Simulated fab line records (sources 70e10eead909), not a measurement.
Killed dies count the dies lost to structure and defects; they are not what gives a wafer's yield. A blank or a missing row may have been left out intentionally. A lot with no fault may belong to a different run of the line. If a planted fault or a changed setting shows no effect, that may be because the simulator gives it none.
Code-filled problem report in 8D (eight disciplines) form    flow nand-harc    the parts of the form that need people (team, actions taken, sign-off) are left out

1. WHAT IS WRONG
Wafers without a fault read 27, standard deviation 8.8; killed-at-array at NHARC_END_SORT_01 reads a mean of 84 on 6 wafers belonging to 2 lots. That puts it +6.5 standard deviations away from the usual mean.
First observed at day 21 17:55: wafer L542.1, on prober-01. The record has a number at this step for 6 wafers belonging to 2 lots. Rule for "out", or "out of limits": more than 4 standard deviations from the usual mean. The rest of the wafers with a number are treated as sound.

2. WHAT IT IS, AND WHAT IT ISN'T
question                     is                            is not
which readings at this step  killed-at-array, killed-dies  killed-at-other, killed-at-periphery, killed-short
which lots                   L542, L544                    -
which wafers of those lots   all that have a number        -
read on which gauges         prober-01, prober-02          -
when                         from day 21 17:55             up to then (0 sound wafers)

3. WHAT RULES OUT EACH SUSPECT
Counting: any tool at a process step up to the reading is kept as a suspect provided that every lot that is out went through it and no sound lot did after the first of them.
- the gauge at NHARC_END_SORT_01 is ruled out. 2 gauges (prober-01, prober-02) read the wafers that are out.
- pecvd-onon-03 at NHARC_A_ONON_D1_DEP_25 (target thk 1000 nm): kept. It ran every lot that is out, first L542 (day 10 09:58), and no sound lot after that.
- pvd-sputter-02 at NHARC_THIN_TSV_DEGAS_53 (time 60 s): kept. It ran every lot that is out, first L542 (day 21 02:14), and no sound lot after that.
The count leaves pvd-sputter-02 at NHARC_THIN_TSV_DEGAS_53 and pecvd-onon-03 at NHARC_A_ONON_D1_DEP_25.

4. THE CAUSE (what the simulator had put in)
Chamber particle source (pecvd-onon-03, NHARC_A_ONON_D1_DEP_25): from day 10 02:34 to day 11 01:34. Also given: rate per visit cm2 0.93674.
Counting left 2 suspects, and this tool is among them.

5. THE CHAIN OF EFFECTS, in route order
Each row: a reading whose mean over the struck wafers that have a number lies more than 3 standard deviations from the usual. Only readings whose record carries a usual standard deviation are examined. hours: median over the lots of the time between each lot's start at the first step of this table that gives one and its start at this step. sigmas: the change, counted in usual standard deviations.
hours  step               reading          usual  on struck wafers  change  sigmas
0      NHARC_END_SORT_01  killed-at-array  27     84                +57     +6.5
0      NHARC_END_SORT_01  killed-dies      31     88                +57     +6.5

6. HOW IT WOULD HAVE BEEN CAUGHT EARLIER
Counted from the fault's start at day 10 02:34, it took 279 hours until the first out-of-limits reading at a measuring or inspecting step in this record, taken at day 21 17:55.
All the lots that are out (2) had begun NHARC_A_ONON_D1_DEP_25 on pecvd-onon-03 by day 21 17:55. Holding the tool at that point would not have protected any of them.
